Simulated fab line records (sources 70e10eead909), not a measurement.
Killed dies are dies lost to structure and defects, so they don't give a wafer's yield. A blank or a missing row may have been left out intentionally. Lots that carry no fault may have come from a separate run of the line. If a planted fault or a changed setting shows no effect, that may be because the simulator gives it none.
fab line records	flow nand-harc
record: lots: 6	wafers: 18	last-day: 29
route steps=1302 shown A_CHANNEL_FILL_D1@500
lots with no fault: from the same line, run without faults
start-h: start of the lot's first displayed wafer, in hours after the record's first day	wait-h: hours elapsed since this lot's preceding step	" unchanged from the row above	L1.1+2: several wafers, shown together as one row	- no value, or no start was given	* or withheld: withheld	< > ~ a bound
route shown NAME@n: names a module that has steps shown in the file, with the first one's number in the route	usual: mean/standard deviation of fault-free wafers	same: alike in all rows	chamber/n: place in a boat	sites: each site's reading	_std_site: standard deviation across them	_edge_site: outer sites' mean less inner sites'	radius-mm: for every site, how far away it sits from the centre of the wafer	mask NAME#n: copy n	behind: the tool/chamber that last shaped the wafer	hold: why the lot went on hold/how many hours it stayed there/how the hold came to an end	device: the transistor (n, p or np) that didn't switch	end of line: the route-end tests of the same wafers	a step without rows: its recipe alone	killed: not the wafer's yield, but the dies lost to structure and defects at the first sort	map: per-die view of a wafer (x killed, . not killed, _ where there is no die)
set.NAME: the setting as run; set.NAME@STEP: as run at that earlier step	model.NAME: the simulator's own value behind a step, which no gauge read
a table for each step, a row for each wafer; lots at some steps of the route
services: when a tool's chamber went out of use (start-h, in hours from the record's first day, below 0 if earlier), for how many hours, and the reason
== steps ==
step: NHARC_A_CHANNEL_FILL_D1_ETCHBACK_20
recipe: target-depth-a: 270	time-s: 13.5	c4f8-flow-sccm: withheld	o2-flow-sccm: 8	ar-flow-sccm: withheld	rf-w: 600	bias-w: 1500	chemistry: C4F8/O2/Ar
usual: oes-product-au: 0.96/0.04	rf-vpp-V: 979/6.5
lot.wafer	tool	chamber	start-h	wait-h	oes-product-au	rf-hours-counter-h	rf-vpp-V
L833.4	rie-diel-12	0	214.10	-	0.94	4.5	972
L833.6	"	1	"	"	0.93	-	989
L833.5	"	2	"	"	0.92	-	970
L835.4	rie-diel-09	3	244.86	-	1.00	5.2	986
L835.1	"	0	"	"	0.99	4.5	982
L835.6	"	0	"	"	0.97	-	981
L838.2	rie-diel-13	1	279.57	-	0.91	7.3	981
L838.5	"	0	"	"	0.92	-	971
L838.4	"	1	"	"	0.92	-	982
L844.4	rie-diel-13	0	334.59	-	0.92	9.7	970
L844.2	"	2	"	"	0.94	10.4	981
L844.5	"	0	"	"	0.91	-	971
L852.3	rie-diel-13	1	415.98	-	1.01	4.2	980
L852.5	"	3	"	"	0.99	-	977
L852.6	"	0	"	"	1.01	-	969
L853.4	rie-diel-13	1	420.66	-	1.00	4.2	982
L853.1	"	2	"	"	0.99	4.0	982
L853.5	"	3	"	"	0.99	-	975
step: NHARC_A_CHANNEL_FILL_D1_STRIP_28
recipe: time-s: 20	o2-flow-sccm: 500	ar-flow-sccm: 0	bias-w: 0	chemistry: O2
usual: drypump-motor-current-A: 5.7/0.37	mfc-ar-sccm: 0.016/0.018	oes-product-au: 1.001/0.011	rf-vpp-V: 57.8/0.9	showerhead-plenum-p-Torr: 3.55/0.16	throttle-valve-pct: 17.037/0.0095
lot.wafer	tool	chamber	start-h	wait-h	drypump-motor-current-A	mfc-ar-sccm	oes-product-au	rf-hours-counter-h	rf-vpp-V	showerhead-plenum-p-Torr	throttle-valve-pct
L833.4	rie-diel-12	2	214.17	0.1	5.4	0.045	1.008	5.2	56.6	3.32	17.031
L833.6	"	0	"	"	5.9	0	1.021	-	57.8	3.39	17.039
L833.5	"	1	"	"	5.4	0.030	1.007	-	57.5	3.76	17.045
L835.1	rie-diel-09	3	244.95	0.1	5.9	0.010	1.017	5.2	57.2	3.73	17.023
L835.4	"	1	"	"	5.3	0.005	0.989	6.2	58.8	3.64	17.044
L835.6	"	3	"	"	5.9	0.010	1.000	-	57.6	3.73	17.039
L838.2	rie-diel-13	0	279.66	0.1	6.0	0	0.988	7.7	57.4	3.32	17.049
L838.4	"	1	"	"	6.1	0	0.996	-	57.9	3.62	17.015
L838.5	"	3	"	"	5.9	0.043	0.997	-	57.7	3.48	17.029
L844.4	rie-diel-13	0	334.69	0.1	6.0	0	0.994	9.7	56.8	3.31	17.033
L844.2	"	1	"	"	6.1	0	1.000	9.2	57.0	3.61	17.020
L844.5	"	2	"	"	5.1	0	1.012	-	57.3	3.61	17.036
L852.3	rie-diel-13	2	416.06	0.1	5.1	0	1.003	4.0	56.7	3.60	17.029
L852.6	"	1	"	"	6.1	0	0.999	-	58.2	3.61	17.033
L852.5	"	2	"	"	5.1	0	0.998	-	58.6	3.60	17.044
L853.4	rie-diel-13	1	420.73	0.1	6.1	0	1.008	4.2	56.4	3.61	17.040
L853.1	"	3	"	"	5.9	0.043	0.984	3.6	58.0	3.47	17.048
L853.5	"	1	"	"	6.1	0	1.022	-	57.3	3.61	17.030
step: NHARC_A_CHANNEL_FILL_D1_PRECLEAN_21
recipe: time-s: 30	chemistry: dHF
step: NHARC_A_CHANNEL_FILL_D1_SRD_23
step: NHARC_A_CHANNEL_FILL_D1_CVD_05
recipe: target-thk-a: 50	temp-c: 550	material: poly-Si
step: NHARC_A_CHANNEL_FILL_D1_ANNEAL_22
recipe: temp-c: 620	time-s: 7200
step: NHARC_A_CHANNEL_FILL_D1_ALD_25
recipe: target-thk-a: 600	pulse-time-s: 10	ald-cycles: 600	temp-c: 300	material: SiOx
usual: heater-power-w: 461/38	precursor-pulse-height-rel: 1.002/0.021
lot.wafer	tool	chamber	start-h	wait-h	heater-power-w	precursor-pulse-height-rel
L833.4	ald-hk-03	1	227.19	1.3	518	0.985
L833.6	"	3	228.42	2.5	443	1.005
L833.5	"	0	"	"	412	0.986
L835.1	ald-hk-03	0	256.85	0.1	406	0.996
L835.4	"	2	258.09	1.3	454	1.031
L835.6	"	0	259.32	2.5	415	1.019
L838.4	ald-hk-04	3	291.33	0.1	438	1.003
L838.2	"	2	293.19	1.9	448	0.997
L838.5	"	3	"	"	414	1.004
L844.4	ald-hk-04	0	346.49	0.1	508	0.974
L844.2	"	3	348.34	1.9	436	1.011
L844.5	"	1	349.57	3.1	459	1.036
L853.1	ald-hk-03	3	430.63	0.7	494	1.016
L853.4	"	1	431.85	1.9	572	0.980
L853.5	"	2	"	"	455	1.006
L852.3	ald-hk-01	1	431.23	1.3	422	1.014
L852.6	"	3	432.46	2.5	477	1.002
L852.5	"	0	"	"	438	0.985
step: NHARC_A_CHANNEL_FILL_D1_ETCHBACK_08
recipe: target-depth-a: 2200	time-s: 110	c4f8-flow-sccm: 20	ar-flow-sccm: withheld	rf-w: 600	bias-w: 300	chemistry: C4F8
usual: oes-product-au: 0.96/0.036	rf-vpp-V: 441.5/2.9
lot.wafer	tool	chamber	start-h	wait-h	oes-product-au	rf-hours-counter-h	rf-vpp-V
L833.4	rie-diel-09	1	-	-	0.95	4.8	442.2
L833.6	"	1	"	"	0.95	-	443.7
L833.5	"	2	"	"	0.93	-	443.5
L835.1	rie-diel-13	0	-	-	0.99	6.0	436.9
L835.4	"	1	"	"	0.99	5.5	443.2
L835.6	"	0	"	"	0.99	-	437.0
L838.4	rie-diel-13	1	-	-	0.92	7.9	442.9
L838.2	"	3	"	"	0.92	9.1	438.3
L838.5	"	1	"	"	0.92	-	442.2
L844.4	rie-diel-12	3	-	-	0.92	4.0	443.9
L844.2	"	0	"	"	0.93	4.3	438.2
L844.5	"	0	"	"	0.93	-	437.9
L853.1	rie-diel-13	0	-	-	0.93	4.9	436.2
L853.4	"	2	"	"	0.93	5.4	442.4
L853.5	"	1	"	"	0.94	-	441.8
L852.3	rie-diel-12	1	-	-	1.01	8.1	444.5
L852.5	"	3	"	"	1.01	-	445.2
L852.6	"	0	"	"	1.01	-	438.4
step: NHARC_A_CHANNEL_FILL_D1_STRIP_29
recipe: time-s: 20	o2-flow-sccm: 500	ar-flow-sccm: 0	bias-w: 0	chemistry: O2
usual: drypump-motor-current-A: 5.8/0.38	mfc-ar-sccm: 0.015/0.017	oes-product-au: 1.002/0.0099	rf-vpp-V: 57.8/0.88	showerhead-plenum-p-Torr: 3.57/0.15	throttle-valve-pct: 17.037/0.0094
lot.wafer	tool	chamber	start-h	wait-h	drypump-motor-current-A	mfc-ar-sccm	oes-product-au	rf-hours-counter-h	rf-vpp-V	showerhead-plenum-p-Torr	throttle-valve-pct
L833.4	rie-diel-09	3	-	-	5.9	0.010	1.001	3.8	58.6	3.73	17.044
L833.6	"	1	"	"	5.3	0.005	0.990	-	59.1	3.64	17.042
L833.5	"	2	"	"	6.2	0.016	0.998	-	58.2	3.70	17.047
L835.4	rie-diel-13	3	-	-	5.9	0.043	1.000	7.4	56.5	3.48	17.035
L835.1	"	0	"	"	6.0	0	0.981	6.1	56.5	3.32	17.027
L835.6	"	3	"	"	5.9	0.043	0.991	-	56.3	3.48	17.034
L838.4	rie-diel-13	0	-	-	6.0	0	0.988	8.3	55.1	3.31	17.021
L838.2	"	2	"	"	5.1	0	1.008	8.9	59.3	3.61	17.040
L838.5	"	1	"	"	6.1	0	0.996	-	59.1	3.61	17.037
L844.4	rie-diel-12	3	-	-	5.7	0.023	1.006	4.0	57.6	3.72	17.053
L844.2	"	0	"	"	5.9	0	1.019	4.4	59.0	3.39	17.043
L844.5	"	1	"	"	5.4	0.030	1.019	-	58.9	3.76	17.031
L853.1	rie-diel-13	0	-	-	6.1	0	1.002	5.0	57.0	3.31	17.033
L853.4	"	1	"	"	6.1	0	1.004	5.3	58.5	3.61	17.050
L853.5	"	3	"	"	5.9	0.043	1.000	-	56.4	3.47	17.046
L852.3	rie-diel-12	1	-	-	5.4	0.030	1.000	8.1	57.4	3.76	17.040
L852.6	"	2	"	"	5.3	0.045	1.008	-	56.8	3.32	17.022
L852.5	"	3	"	"	5.7	0.023	0.997	-	59.0	3.72	17.048
step: NHARC_A_CHANNEL_FILL_D1_PRECLEAN_30
recipe: time-s: 30	chemistry: dHF
step: NHARC_A_CHANNEL_FILL_D1_SRD_31
step: NHARC_A_CHANNEL_FILL_D1_CVD_09
recipe: target-thk-a: 1500	temp-c: 620	pressure-mtorr: 200	time-s: 3000	material: poly-Si
usual: pressure-mtorr: 200.0/0.35	run-length-s: 3002.0/0.32	spike-tc-centre-C: 620.0/1.2
lot.wafer	tool	chamber	start-h	wait-h	pressure-mtorr	run-length-s	spike-tc-centre-C
L833.4	lpcvd-poly-04	0	234.03	2.3	199.9	3001.9	620.4
L833.5	"	0	"	"	200.2	3001.9	617.8
L833.6	"	0	"	"	199.7	3001.9	620.1
L835.1	lpcvd-poly-03	0	265.13	2.4	200.0	3002.0	620.6
L835.4	"	0	"	"	199.5	3002.0	619.5
L835.6	"	0	"	"	199.8	3002.0	621.6
L838.2	lpcvd-poly-02	0	299.52	2.3	200.3	3001.7	618.1
L838.4	"	0	"	"	200.1	3001.7	618.4
L838.5	"	0	"	"	199.7	3001.7	618.9
L844.2	lpcvd-poly-02	0	354.66	2.3	199.9	3001.9	619.8
L844.4	"	0	"	"	199.8	3001.9	618.8
L844.5	"	0	"	"	199.5	3001.9	620.3
L852.3	lpcvd-poly-04	-	438.07	-	-	-	-
L852.5	"	-	"	"	-	-	-
L852.6	"	-	"	"	-	-	-
L853.1	lpcvd-poly-04	-	438.07	2.3	-	-	-
L853.4	"	-	"	"	-	-	-
L853.5	"	-	"	"	-	-	-
step: NHARC_A_CHANNEL_FILL_D1_CMP_10
recipe: target-thk-nm: 150
usual: motor-current-A: 11.9/1.7	time-to-endpoint-s: 15/3.2
lot.wafer	tool	chamber	start-h	wait-h	motor-current-A	time-to-endpoint-s
L833.4	cmp-02	2	237.24	0.4	14.3	19
L833.6	"	1	"	"	9.8	15
L833.5	"	2	"	"	14.6	19
L835.1	cmp-02	1	268.31	0.4	9.7	15
L835.4	"	3	"	"	11.2	14
L835.6	"	2	"	"	14.3	18
L838.4	cmp-03	0	302.65	0.4	11.2	11
L838.2	"	1	"	"	12.3	10
L838.5	"	1	"	"	12.1	11
L844.4	cmp-02	3	357.92	0.4	11.5	12
L844.2	"	0	"	"	10.8	16
L844.5	"	2	"	"	14.6	17
L852.3	cmp-02	2	441.26	0.4	13.9	6
L852.6	"	2	"	"	15.4	10
L852.5	"	3	"	"	11.3	5
L853.1	cmp-03	3	441.26	0.4	9.9	4
L853.4	"	0	"	"	11.4	5
L853.5	"	3	"	"	10.1	7
== services ==
tool	chamber	start-h	hours	kind
rie-diel-12	0	190.21	4.2	repair
rie-diel-09	1	190.97	8.8	repair
rie-diel-13	1	200.10	6.1	repair
cmp-02	-	230.64	0.6	repair
cmp-02	-	232.50	4.0	pm
rie-diel-09	0	236.91	5.7	repair
rie-diel-12	-	268.41	9.0	pm
rie-diel-13	2	279.44	1.5	repair
rie-diel-09	2	280.90	45.9	repair
rie-diel-13	-	282.80	0.6	repair
rie-diel-09	3	288.76	1.9	repair
rie-diel-12	3	301.34	2.5	repair
rie-diel-09	0	311.22	8.4	repair
rie-diel-09	-	320.10	9.0	pm
cmp-02	-	330.11	1.3	repair
rie-diel-12	1	331.82	1.4	repair
rie-diel-12	2	338.85	6.5	repair
rie-diel-13	-	342.06	9.0	pm
cmp-02	-	350.71	2.6	repair
cmp-02	-	364.57	3.4	repair
rie-diel-12	-	374.42	0.3	repair
rie-diel-12	3	389.04	8.3	repair
rie-diel-09	0	399.93	1.3	repair
cmp-02	-	403.24	0.9	repair
== key ==
first-sign: step: NHARC_A_CHANNEL_FILL_D1_CVD_09	reading: tool-record	direction: missing
effect: step: NHARC_A_CHANNEL_FILL_D1_CMP_10	reading: time-to-endpoint-s	direction: down	sigmas: 2.8	usual: *	struck: *
met-at NHARC_A_CHANNEL_FILL_D1_CVD_09
struck-wafers L852.3,L852.5,L852.6,L853.1,L853.4,L853.5
later-rows-left-out L852.3,L852.5,L852.6,L853.1,L853.4,L853.5
sort-left-out L852.3,L852.5,L852.6,L853.1,L853.4,L853.5
tester-left-out L852,L853
onset-between 234.03 438.07
fault: kind: skipped-step-whole	tool: lpcvd-poly-04	chamber: -	onset-h: 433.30	steps: NHARC_A_CHANNEL_FILL_D1_CVD_09	scope: struck-lots-only
tester-left-out: of these lots the tester's yield and bins aren't shown, on N5 and GAA mostly nor the transistor test; their killed dies are dies lost to structure and defects alone, not to doping, threshold or leakage, so they don't give the yield
sort-left-out: the simulated sort isn't trusted on such a fault, so these wafers' sort isn't shown, and their yield isn't known
later-rows-left-out: the simulator's readings of these wafers behind a module that went badly wrong aren't trusted and aren't shown, but for the sort
